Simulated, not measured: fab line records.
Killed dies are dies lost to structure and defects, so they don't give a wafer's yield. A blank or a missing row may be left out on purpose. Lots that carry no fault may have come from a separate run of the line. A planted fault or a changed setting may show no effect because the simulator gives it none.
Split-lot experiment | flow n5Finfet | on a route of 1938 steps: 7 lots, 39 wafers read

## ON THE SPLIT
At N5_BEOL_M9_ILD_DEP_00 (deposits SiCOH lowk from DEMS/porogen, target thk 308.51 nm, time 58 s), the setting timeS was moved away from the recipe's 58 s on 12 of the 39 wafers read, by -43.3% to +46.9%. This setting was run at the recipe's value on the other wafers.

## BETWEEN THE SPLIT AND THE READING: the file shows 1 step in between
- N5_BEOL_M9_CURE_71: cures SiCOH lowk, time 240 s

## THE READING
M9_ILD_THK, in nm, at N5_BEOL_M9_THK_MEAS_01. Fault-free wafers of this fab line usually give 267 nm, standard deviation 3.6 nm.

wafer  | tool, chamber at the split | timeS as run, s | against the recipe | M9_ILD_THK, nm | against lot-mates on the recipe
L075.1 | pecvd-01, 1                | 58              | recipe             | 266            | -
L075.2 | pecvd-01, 0                | 85.2            | +46.9%             | 390            | +122
L075.3 | pecvd-01, 1                | 58              | recipe             | 269            | -
L075.4 | pecvd-01, 0                | 85.2            | +46.9%             | 394            | +126
L075.5 | pecvd-01, 0                | 85.2            | +46.9%             | 394            | +126
L075.6 | pecvd-01, 1                | 58              | recipe             | 270            | -
L078.1 | pecvd-01, 1                | 58              | recipe             | 265            | -
L078.2 | pecvd-01, 0                | 58              | recipe             | 264            | -
L078.4 | pecvd-01, 1                | 58              | recipe             | 271            | -
L089.1 | pecvd-03, 2,0              | 58              | recipe             | 263            | -
L089.2 | pecvd-03, 1                | 58              | recipe             | 263            | -
L089.3 | pecvd-03, 0                | 71.1            | +22.6%             | 319            | +56
L089.4 | pecvd-03, 2,1              | 71.1            | +22.6%             | 328            | +65
L089.5 | pecvd-03, 2,0              | 58              | recipe             | 263            | -
L089.6 | pecvd-03, 2,1              | 71.1            | +22.6%             | 329            | +66
L087.1 | pecvd-01, 0                | 58              | recipe             | 261            | -
L087.2 | pecvd-01, 2                | 58              | recipe             | 267            | -
L087.3 | pecvd-01, 1                | 58              | recipe             | 266            | -
L087.4 | pecvd-01, 1                | 58              | recipe             | 269            | -
L087.5 | pecvd-01, 0                | 58              | recipe             | 268            | -
L087.6 | pecvd-01, 2                | 58              | recipe             | 272            | -
L088.1 | pecvd-01, 0                | 58              | recipe             | 263            | -
L088.2 | pecvd-01, 2                | 58              | recipe             | 267            | -
L088.3 | pecvd-01, 1                | 58              | recipe             | 265            | -
L088.4 | pecvd-01, 1                | 58              | recipe             | 270            | -
L088.5 | pecvd-01, 0                | 58              | recipe             | 266            | -
L088.6 | pecvd-01, 2                | 58              | recipe             | 272            | -
L091.1 | pecvd-01, 1                | 32.87           | -43.3%             | 155            | -114
L091.2 | pecvd-01, 2                | 58              | recipe             | 268            | -
L091.3 | pecvd-01, 0                | 58              | recipe             | 265            | -
L091.4 | pecvd-01, 0                | 32.87           | -43.3%             | 153            | -116
L091.5 | pecvd-01, 2                | 32.87           | -43.3%             | 158            | -111
L091.6 | pecvd-01, 1                | 58              | recipe             | 274            | -
L095.1 | pecvd-02, 0                | 85.01           | +46.6%             | 386            | +117
L095.2 | pecvd-02, 1                | 85.01           | +46.6%             | 387            | +118
L095.3 | pecvd-02, 0                | 58              | recipe             | 267            | -
L095.4 | pecvd-02, 1                | 85.01           | +46.6%             | 395            | +126
L095.5 | pecvd-02, 0                | 58              | recipe             | 270            | -
L095.6 | pecvd-02, 1                | 58              | recipe             | 270            | -
When a row names more than one chamber, that row covers several wafers, and the file does not tell which wafer ran in which chamber.

FIT RESULTS
A straight line over all 39 wafers: M9_ILD_THK changes by +2.62 nm for each +1% of timeS; r = +1.00; the points scatter about the line by 3.5 nm.
The same after taking each lot's own level away (the mean of its wafers on the recipe; 39 wafers): +2.63 nm for each +1%; r = +1.00; scatter 3.2 nm.
That fit puts the effect of the largest move of timeS on the reading at 1.2e+02 nm.
Measured against the standard deviation above, the lots' own levels, which go from 263.0 to 269.0 nm, span 1.7 times it.
Hence the lot-to-lot level has little effect on the slope; both slopes agree.
Check: +124 nm against its lot-mates is what the line predicts for one of the wafers moved furthest among these (+46.9%) when that wafer is left out of the fit. It came out at +122 nm against them.

## FURTHER SPLITS ON THESE WAFERS
Before the reading, these wafers also passed through other splits. Each is held against what the fit with the lots' levels taken away leaves over:
other split on the same wafers        | wafers away from the commonest value | r with M9_ILD_THK (lot level and that fit taken away)
N5_ZERO_LAYER_DEVELOP_10 developTimeS | 12                                   | +0.22
N5_SD_EPI_N_ETCH_45 targetDepthA      | 9                                    | +0.24
N5_HKMG_FIN_HK_ALD_01 aldCycles       | 18                                   | +0.07
N5_BEOL_M5_HM_DEP_02 targetThkA       | 18                                   | -0.12

## THE WHOLE CHAIN: every reading that the file lists as answering this split, in the file's order
step                   | what it does                                                           | reading                                                                                 | change (the file's fit)              | r (the file's)
N5_BEOL_M9_ILD_DEP_00  | deposits SiCOH lowk from DEMS/porogen, target thk 308.51 nm, time 58 s | SiCOH_lowk_of_BEOL_M9_ILD_DEP_00.thkNm (the simulator's own value, which no gauge read) | +2.97 nm for each +1% of the setting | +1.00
N5_BEOL_M9_CURE_71     | cures SiCOH lowk, time 240 s                                           | SiCOH_lowk_of_BEOL_M9_ILD_DEP_00.thkNm (the simulator's own value, which no gauge read) | +2.63 nm for each +1% of the setting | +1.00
N5_BEOL_M9_THK_MEAS_01 |                                                                        | M9_ILD_THK                                                                              | +2.63 for each +1% of the setting    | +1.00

## THE FILE'S OWN FIT
M9_ILD_THK changes by +2.63 nm for each +1% of timeS, r = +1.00.
